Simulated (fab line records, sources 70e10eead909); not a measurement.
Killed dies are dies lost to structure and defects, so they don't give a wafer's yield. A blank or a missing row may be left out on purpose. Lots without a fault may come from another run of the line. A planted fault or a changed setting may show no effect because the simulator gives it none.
Problem report in the 8D (eight disciplines) form, filled by code | flow nand_harc | the parts of the form that need people (team, actions taken, sign-off) are left out

1. THE PROBLEM
killed_at_array at NHARC_END_SORT_01 reads a mean of 672 on 3 wafers of 2 lots; wafers without a fault read 27 with a standard deviation of 11. That is +59 standard deviations from the usual mean.
First seen on wafer L665.3, day 21 04:14, on prober-02. The record holds 6 wafers of 2 lots with a number at this step. Rule for "out", or "out of limits": more than 4 standard deviations from the usual mean. The other wafers with a number count as sound.

2. WHAT IT IS AND WHAT IT IS NOT
question                    | is                           | is not
which readings at this step | killed_at_array, killed_dies | killed_at_other, killed_at_periphery, killed_open, killed_short
which lots                  | L665, L666                   | -
which wafers of those lots  | L665.3, L665.5, L666.1       | L665.2, L666.4, L666.5
read on which gauges        | prober-02                    | -
when                        | from day 21 04:14            | up to then (1 sound wafer); but 2 sound wafers of L666 came after

3. SUSPECTS, AND WHAT RULES EACH OUT
Counting: a tool at a process step up to the reading stays a suspect if it ran every lot that is out. Sound lots after the first of them don't rule it out here, since some wafers of a struck lot are sound.
- the gauge at NHARC_END_SORT_01: ruled out. All the wafers that are out were read on prober-02, but those of them that NHARC_A_STAIRCASE_TRIM_222 has rows for are out there too, on other tools.
- rie_diel-01 at NHARC_A_STAIRCASE_TRIM_222 (chemistry O2, time 211.2 s): kept. It ran every lot that is out, first L665 (day 13 03:11). Its own readings are out on those wafers: run_length_s.
- rie_diel-01 at NHARC_A_STAIRCASE_TRIM_226 (chemistry O2, time 211.2 s): kept. It ran every lot that is out, first L665 (day 21 03:26). NHARC_A_STAIRCASE_TRIM_226 gives no start for some lots, so the hours and the order of its lots are those of NHARC_END_SORT_01.
- Within rie_diel-01 at NHARC_A_STAIRCASE_TRIM_222: the wafers that are out ran in chamber 0; their sound lot-mates ran in chambers 1, 2.
Left after counting: rie_diel-01 at NHARC_A_STAIRCASE_TRIM_222, rie_diel-01 at NHARC_A_STAIRCASE_TRIM_226.

4. THE CAUSE (what the simulator had put in)
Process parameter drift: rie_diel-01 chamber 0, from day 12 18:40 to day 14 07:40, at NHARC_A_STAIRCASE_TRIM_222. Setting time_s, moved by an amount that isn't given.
Counting left 2 suspects, and this tool is among them.

5. THE CHAIN OF EFFECTS, in route order
Each row: a reading whose mean over the struck wafers that have a number lies more than 3 standard deviations from the usual. Only readings for which the record gives a usual standard deviation are gone through. hours: the time from each lot's start at the first step in this table that gives one to its start at this step, as a median over the lots. sigmas: the change in usual standard deviations.
hours | step                       | reading         | usual   | on struck wafers | change | sigmas
0     | NHARC_A_STAIRCASE_TRIM_222 | run_length_s    | 232.4 s | 147.8            | -84.6  | -99 or more
191   | NHARC_END_SORT_01          | killed_at_array | 27      | 672              | +645   | +59
191   | NHARC_END_SORT_01          | killed_dies     | 31      | 676              | +645   | +54
The process steps in it:
- NHARC_A_STAIRCASE_TRIM_222: chemistry O2, time 211.2 s.

6. WHAT WOULD HAVE CAUGHT IT SOONER
In this record the first reading out of limits at a measuring or inspecting step was taken at day 21 04:14, 202 hours after the fault began at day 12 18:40.
The tool's own readings at NHARC_A_STAIRCASE_TRIM_222 were out on every struck wafer that the step has a row for (run_length_s): an alarm limit on them would have fired on the first of those.
All the lots that are out (2) had begun NHARC_A_STAIRCASE_TRIM_222 on rie_diel-01 by day 21 04:14. A hold on the tool at that time would have spared none of them.
